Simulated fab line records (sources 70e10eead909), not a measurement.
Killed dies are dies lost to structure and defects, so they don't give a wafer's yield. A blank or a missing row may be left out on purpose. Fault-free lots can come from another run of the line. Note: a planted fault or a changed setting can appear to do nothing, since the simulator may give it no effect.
Matching of chambers ; flow nand-harc ; NHARC_A_M1_STRIP_18 on rie-diel-04: 4 sister chambers
The step strips in N2/H2. 16 wafers are shown with their chamber, then 8 later ones without.

## WAFERS, EACH WITH ITS CHAMBER
wafer;chamber;showerhead-plenum-p-Torr (Torr);drypump-motor-current-A (A);oes-product-au (a.u.)
L074.2;1;2.16;5.3;1.012
L074.3;2;2.19;5.2;1.009
L074.5;3;2.12;6.2;0.995
L077.2;3;2.12;6.2;1.011
L077.4;0;2.15;6.3;1.017
L077.6;0;2.15;6.3;1.029
L079.2;2;2.19;5.2;1.012
L079.5;0;2.15;6.3;1.021
L079.6;3;2.12;6.1;1.004
L078.3;1;2.15;5.4;0.989
L078.4;2;2.19;5.2;1.014
L078.5;0;2.15;6.3;1.018
L088.2;1;2.15;5.4;0.996
L088.3;0;2.15;6.3;1.031
L088.6;3;2.12;6.2;1.001
L093.1;3;2.12;6.1;1.004

SIGNATURES, as means of the wafers listed above
reading;chamber 0;chamber 1;chamber 2;chamber 3;scatter within a chamber
showerhead-plenum-p-Torr;2.1500;2.1533;2.1900;2.1200;0.00236
drypump-motor-current-A;6.300;5.367;5.200;6.160;0.0394
oes-product-au;1.02320;0.99900;1.01167;1.00300;0.00701
Rule: a wafer lies at a distance from a chamber equal to the root of the sum of squares, over the readings, of (its reading less the chamber's mean, divided by the reading's scatter). The wafer belongs to the nearest chamber; if the next one is less than 2 further off, it can't be placed. The scatter is the square root of a quotient: the sum, over the shown wafers, of each reading's squared deviation from its chamber's mean, divided by wafers minus chambers.

## WAFERS WITH NO CHAMBER GIVEN
wafer;showerhead-plenum-p-Torr (Torr);drypump-motor-current-A (A);oes-product-au (a.u.)
L093.5;2.19;5.2;1.009
L093.6;2.15;5.4;0.996
L097.1;2.19;5.2;1.018
L097.3;2.15;5.3;0.997
L097.5;2.19;5.2;1.009
L096.2;2.12;6.1;0.988
L096.4;2.19;5.2;1.020
L096.5;2.19;5.2;1.015

## WHICH CHAMBER EACH WENT THROUGH
wafer;from the rows above;in truth
L093.5;2;2
L093.6;1;1
L097.1;2;2
L097.3;1;1
L097.5;2;2
L096.2;3;3
L096.4;2;2
L096.5;2;2
Correct placement for 8 of the 8. From these rows, 0 cannot be placed. Number placed wrongly: 0.
